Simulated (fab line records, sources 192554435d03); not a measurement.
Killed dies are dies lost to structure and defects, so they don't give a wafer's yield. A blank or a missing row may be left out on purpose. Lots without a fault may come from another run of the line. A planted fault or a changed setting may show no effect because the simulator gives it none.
A struck lot beside a sound one | flow n5_finfet | 19 steps out of a route of 1938
Sound: wafers L120.1, L120.2, L120.5. Struck: wafers L131.2, L131.4, L131.6. The cause comes at the end.
At each step with rows: each side's tool, then ch and its chambers, then its first start. Under that, the readings that differ: sound wafers | struck wafers | difference of the means | sigmas: that difference in standard deviations of wafers without a fault.
alike: readings whose means differ by less than 2 such deviations, and words and numbers that are the same on both sides. not compared: withheld readings, readings that some wafer has no value for, bounds like >300 that may hide the same value, and numbers for which the record gives no deviation and whose values overlap.
The two part at a step that has a row with sigmas, a row that says differs or no value, or rows on one side only. Numbers that don't overlap but have no deviation are shown without sigmas and don't part them. A reading that every wafer of one side lacks parts them only if that side has two wafers or more.

first, 8 steps without rows for these wafers: N5_BEOL_M14_SPUTTER_44 (material Ta, target thk 15 nm, time 24.19 s); N5_BEOL_M14_SPUTTER_45 (material Cu, target thk 100 nm, time 16.67 s); N5_BEOL_M14_ECD_47 (material Cu, target thk 1248 nm); N5_BEOL_M14_ANNEAL_48 (time 90 s); N5_BEOL_M14_CMP_49 (polishes, stops on SiO2, t overpolish 5.2 s, target thk 560 nm); N5_BEOL_M14_PRE_CLEAN_52 (time 15 s); N5_BEOL_M14_DEP_53 (deposits SiCN from 3MS/NH3, target thk 50 nm, time 17.8 s); N5_BEOL_M15_ILD_DEP_00 (deposits SiO2 from TEOS/O2, target thk 1629.3 nm, time 346.1 s).
N5_BEOL_M15_COAT_58: time 60 s, resist thk 89 nm.
  sound on litho_track-03 ch 0, day 13 00:49; struck on litho_track-03 ch 0, day 16 10:20
  reading                                    | sound                | struck               | difference | sigmas
  spin_speed_rpm (rpm)                       | 1500.5 1500.1 1502.7 | 2008.4 2008.3 2007.8 | +507.1     | +99 or more
  model.BARC_of_BEOL_M15_COAT_58.thk_nm (nm) | 89 89 89.2           | 77 77 77             | -12        |
  alike: chill_plate_temp_C, dispense_pressure_kPa, resist_line_temp_C
then, 8 steps without rows for these wafers: N5_BEOL_M15_COAT_04 (resist thk 800 nm); N5_BEOL_M15_EBR_06; N5_BEOL_M15_SOFTBAKE_05 (time 60 s); N5_BEOL_M15_EXPOSE_07 (exposes mask V14); N5_BEOL_M15_PEB_08 (peb time 90 s); N5_BEOL_M15_DEVELOP_09 (develop time 45 s); N5_BEOL_M15_HARDBAKE_14 (time 120 s); N5_BEOL_M15_DESCUM_15 (chemistry O2, time 7.9 s).
N5_BEOL_M15_ETCH_59: etches BARC in N2/H2, target depth 89 nm, overetch 26.7 nm, time 67.9 s.
  sound on rie_diel-03 ch 0,1,2, day 13 01:20; struck on rie_diel-01 ch 0,2,3, day 16 10:44
  reading                        | sound                | struck               | difference | sigmas
  chamber_pressure_mTorr (mTorr) | 30.043 29.988 30.042 | 29.948 29.975 29.947 | -0.068     | -3
  model.etch.depth_nm (nm)       | 89.07 88.99 89.13    | 76.97 76.98 77.08    | -12.05     |
  alike: drypump_motor_current_A, oes_product_au, rf_vpp_V, showerhead_plenum_p_Torr, throttle_valve_pct
  not compared: rf_hours_counter_h
then, 1 step without rows for these wafers: N5_BEOL_M15_VIA_ETCH_16 (etches SiO2 in C4F8/O2/Ar, target depth 1792.2 nm).

WHERE THEY PART
First at N5_BEOL_M15_COAT_58; last, within this record, at N5_BEOL_M15_ETCH_59.

WHY: what the simulator had put in
Process parameter drift: litho_track-03, from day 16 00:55 on, at N5_BEOL_M15_COAT_58. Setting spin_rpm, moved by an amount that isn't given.
